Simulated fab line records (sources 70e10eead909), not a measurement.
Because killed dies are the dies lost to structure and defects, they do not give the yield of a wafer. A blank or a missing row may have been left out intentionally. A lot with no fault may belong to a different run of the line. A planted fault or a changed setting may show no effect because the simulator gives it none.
Comparing a struck lot with a sound one + flow nandHarc + 13 out of 1302 route steps
Sound: these wafers, L840.1, L840.2, L840.4. Struck: wafers L851.5, L851.6 (left out: L851.4, a lot-mate that was not struck); the cause follows at the end.
For every step that has rows: the tool of each side, followed by ch and its chambers, followed by its first start. Under that, the readings that differ: sound wafers + struck wafers + difference of the means + sigmas: that difference in standard deviations of wafers without a fault.
alike: a reading whose means differ by less than 2 such deviations, as well as words and numbers matching on both sides. not compared: withheld readings; readings where some wafer has no value; bounds like >300 that might hide an equal value; numbers whose values overlap and for which the record gives no deviation.
The two part at a step that has a row with sigmas, a row that says differs or no value, or rows on one side only. When numbers do not overlap yet have no deviation, they are printed without sigmas and do not part them. A reading that every wafer of one side lacks parts them only if that side has two wafers or more.

NHARC_A_SOURCE_PLATE_THK_MEAS_06: measures by ellipsometry.
  sound: filmMetro-01 at day 11 15:23; struck: filmMetro-01 at day 16 20:10
  alike: thkNm
NHARC_A_SOURCE_PLATE_INSPECT_08:
  sound: defectInspect-02 at day 11 15:28; struck: defectInspect-02 at day 16 20:29
  alike: rawDefectCount
after that, 1 step with no rows for these wafers: NHARC_A_ONON_D1_DEP_00 (target thk 1000 nm).
NHARC_A_ONON_D1_THK_MEAS_02: measures by ellipsometry.
  sound: filmMetro-02 at day 11 16:03; struck: filmMetro-01 at day 16 21:03
  alike: thkNm
after that, 1 step with no rows for these wafers: NHARC_A_ONON_D1_DEP_03 (target thk 1000 nm).
NHARC_A_ONON_D1_THK_MEAS_05: measures by ellipsometry.
  sound: filmMetro-01 at day 11 16:37; struck: filmMetro-01 at day 16 21:37
  alike: thkNm
after that, 1 step with no rows for these wafers: NHARC_A_ONON_D1_DEP_06 (target thk 1000 nm).
NHARC_A_ONON_D1_THK_MEAS_08: measures by ellipsometry.
  sound: filmMetro-01 at day 11 17:11; struck: filmMetro-01 at day 16 22:11
  alike: thkNm
after that, 1 step with no rows for these wafers: NHARC_A_ONON_D1_DEP_09 (target thk 1000 nm).
NHARC_A_ONON_D1_THK_MEAS_11: measures by ellipsometry.
  sound: filmMetro-02 at day 11 17:45; struck: filmMetro-01 at day 16 22:45
  alike: thkNm
NHARC_A_ONON_D1_DEP_12: target thk 1000 nm.
  sound on pecvdOnon-03 ch 0, day 11 17:49; struck on pecvdOnon-04 ch 0, day 16 22:59
  alike: n2FlowSccm
NHARC_A_ONON_D1_THK_MEAS_14: measures by ellipsometry.
  sound: filmMetro-01 at day 11 18:19; struck: filmMetro-01 at day 16 23:19
| reading    | sound          | struck  | difference | sigmas |
|------------|----------------|---------|------------|--------|
| thkNm (nm) | 1006 1006 1005 | 840 840 | -166       | -18    |
then, 1 step without rows for these wafers: NHARC_A_ONON_D1_ANNEAL_15 (time 3600 s).

## WHERE THEY PART
NHARC_A_ONON_D1_THK_MEAS_14 only, going by this record.

WHY: what the simulator had put in
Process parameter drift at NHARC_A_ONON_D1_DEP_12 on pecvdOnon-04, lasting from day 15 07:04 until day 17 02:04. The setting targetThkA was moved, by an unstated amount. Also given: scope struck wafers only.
